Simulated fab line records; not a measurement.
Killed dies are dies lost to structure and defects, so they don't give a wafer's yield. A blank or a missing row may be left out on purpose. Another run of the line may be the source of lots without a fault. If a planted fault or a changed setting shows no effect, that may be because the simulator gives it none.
Split-lot experiment | flow n5_finfet | route with 1938 steps; 7 lots, 39 wafers read

ON THE SPLIT
At N5_BEOL_M11_DESCUM_16 (chemistry O2, time 7.9 s), the setting time_s was moved away from the recipe's 7.9 s on 18 of the 39 wafers read, by -46.1% to +56.8%. All remaining wafers had this setting at the recipe value.

Reading taken at the split's own step.

THE READING
CAR-ArF_of_BEOL_M11_COAT_05.thk_nm (the simulator's own value, which no gauge read), in nm, at N5_BEOL_M11_DESCUM_16 (chemistry O2, time 7.9 s). The file does not state a usual value for it. The 21 wafers here that ran the recipe average 83.6 nm, standard deviation 0.23 nm.

wafer  | tool, chamber at the split | time_s as run, s | against the recipe | CAR-ArF_of_BEOL_M11_COAT_05.thk_nm, nm | against lot-mates on the recipe
L074.1 | rie_diel-02, 1             | 7.9              | recipe             | 83.6                                   | -
L074.2 | rie_diel-02, 0,3           | 7.9              | recipe             | 83.4                                   | -
L074.4 | rie_diel-02, 0,3           | 7.9              | recipe             | 83.4                                   | -
L074.3 | rie_diel-02, 2             | 11.25            | +42.4%             | 81.4                                   | -2.1
L074.5 | rie_diel-02, 0,1           | 11.25            | +42.4%             | 81.8                                   | -1.7
L074.6 | rie_diel-02, 0,1           | 11.25            | +42.4%             | 81.8                                   | -1.7
L078.1 | rie_diel-05, 3             | 12.07            | +52.8%             | 81.2                                   | -2.3
L078.6 | rie_diel-05, 3             | 12.07            | +52.8%             | 81.2                                   | -2.3
L078.2 | rie_diel-05, 2             | 7.9              | recipe             | 83.6                                   | -
L078.3 | rie_diel-05, 0,1           | 7.9              | recipe             | 83.4                                   | -
L078.4 | rie_diel-05, 0,1           | 7.9              | recipe             | 83.4                                   | -
L078.5 | rie_diel-05, 0             | 12.07            | +52.8%             | 80.6                                   | -2.9
L093.1 | rie_diel-06, 3             | 5.752            | -27.2%             | 85.2                                   | +1.3
L093.2 | rie_diel-06, 0             | 7.9              | recipe             | 83.8                                   | -
L093.6 | rie_diel-06, 0             | 7.9              | recipe             | 83.8                                   | -
L093.3 | rie_diel-06, 2             | 7.9              | recipe             | 84                                     | -
L093.4 | rie_diel-06, 3             | 5.752            | -27.2%             | 85.4                                   | +1.5
L093.5 | rie_diel-06, 2             | 5.752            | -27.2%             | 85                                     | +1.1
L095.1 | rie_diel-06, 2             | 11.28            | +42.8%             | 81.4                                   | -2.4
L095.2 | rie_diel-06, 1,0           | 11.28            | +42.8%             | 81.6                                   | -2.2
L095.4 | rie_diel-06, 1,0           | 11.28            | +42.8%             | 81.6                                   | -2.2
L095.3 | rie_diel-06, 3,3,2         | 7.9              | recipe             | 83.8                                   | -
L095.5 | rie_diel-06, 3,3,2         | 7.9              | recipe             | 83.8                                   | -
L095.6 | rie_diel-06, 3,3,2         | 7.9              | recipe             | 83.8                                   | -
L094.1 | rie_diel-02, 2,3,0         | 4.26             | -46.1%             | 85.4                                   | +2.2
L094.2 | rie_diel-02, 2,3,0         | 4.26             | -46.1%             | 85.4                                   | +2.2
L094.4 | rie_diel-02, 2,3,0         | 4.26             | -46.1%             | 85.4                                   | +2.2
L094.3 | rie_diel-02, 1             | 7.9              | recipe             | 83.2                                   | -
L094.5 | rie_diel-02, 2             | 7.9              | recipe             | 83                                     | -
L094.6 | rie_diel-02, 3             | 7.9              | recipe             | 83.4                                   | -
L096.2 | rie_diel-05, 0             | 7.9              | recipe             | 83.8                                   | -
L096.3 | rie_diel-05, 3,0           | 7.9              | recipe             | 83.6                                   | -
L096.6 | rie_diel-05, 3,0           | 7.9              | recipe             | 83.6                                   | -
L097.1 | rie_diel-05, 0             | 12.39            | +56.8%             | 81                                     | -2.5
L097.2 | rie_diel-05, 3,0           | 7.9              | recipe             | 83.6                                   | -
L097.6 | rie_diel-05, 3,0           | 7.9              | recipe             | 83.6                                   | -
L097.3 | rie_diel-05, 2             | 7.9              | recipe             | 83.4                                   | -
L097.4 | rie_diel-05, 1             | 12.39            | +56.8%             | 80.6                                   | -2.9
L097.5 | rie_diel-05, 1             | 12.39            | +56.8%             | 80.6                                   | -2.9
If several chambers appear in one row, that row covers several wafers at once and the file leaves open which wafer was in which chamber.

THE FIT
A straight line over all 39 wafers: CAR-ArF_of_BEOL_M11_COAT_05.thk_nm changes by -0.0474 nm for each +1% of time_s; r = -0.98; the points scatter about the line by 0.26 nm.
The same after taking each lot's own level away (the mean of its wafers on the recipe; 39 wafers): -0.048 nm for each +1%; r = -0.99; scatter 0.17 nm.
According to that fit, moving time_s by its largest amount changes the reading by 2.7 nm.
The lots' own levels span 83.20 to 83.87 nm, that is 2.9 times the standard deviation above.
The two slopes agree, so the slope changes little with the lot-to-lot level.
Check: with one of the wafers moved furthest among these (+56.8%) left out of the fit, the line predicts -2.75 nm for it against its lot-mates. Against them it came out at -2.53 nm.

THE OTHER SPLITS THESE WAFERS WENT THROUGH
These wafers also went through other splits before the reading. Each is held against what the fit with the lots' levels taken away leaves over:
other split on the same wafers       | wafers away from the commonest value | r with CAR-ArF_of_BEOL_M11_COAT_05.thk_nm (lot level and that fit taken away)
N5_FIN_SAQP_ALD_61 ald_cycles        | 15                                   | -0.33
N5_DUMMY_GATE_ETCH_31 target_depth_a | 15                                   | -0.23
N5_HKMG_FIN_ALD_75 target_thk_a      | 12                                   | +0.11
N5_HKMG_FIN_ALD_72 ald_cycles        | 18                                   | -0.13
N5_MOL_CONTACT_COAG_ALD_27 time_s    | 15                                   | +0.14
N5_BEOL_M1_ILD_DEP_00 time_s         | 18                                   | +0.13

FILE'S OWN FIT
CAR-ArF_of_BEOL_M11_COAT_05.thk_nm changes by -0.048 nm for each +1% of time_s, r = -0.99.
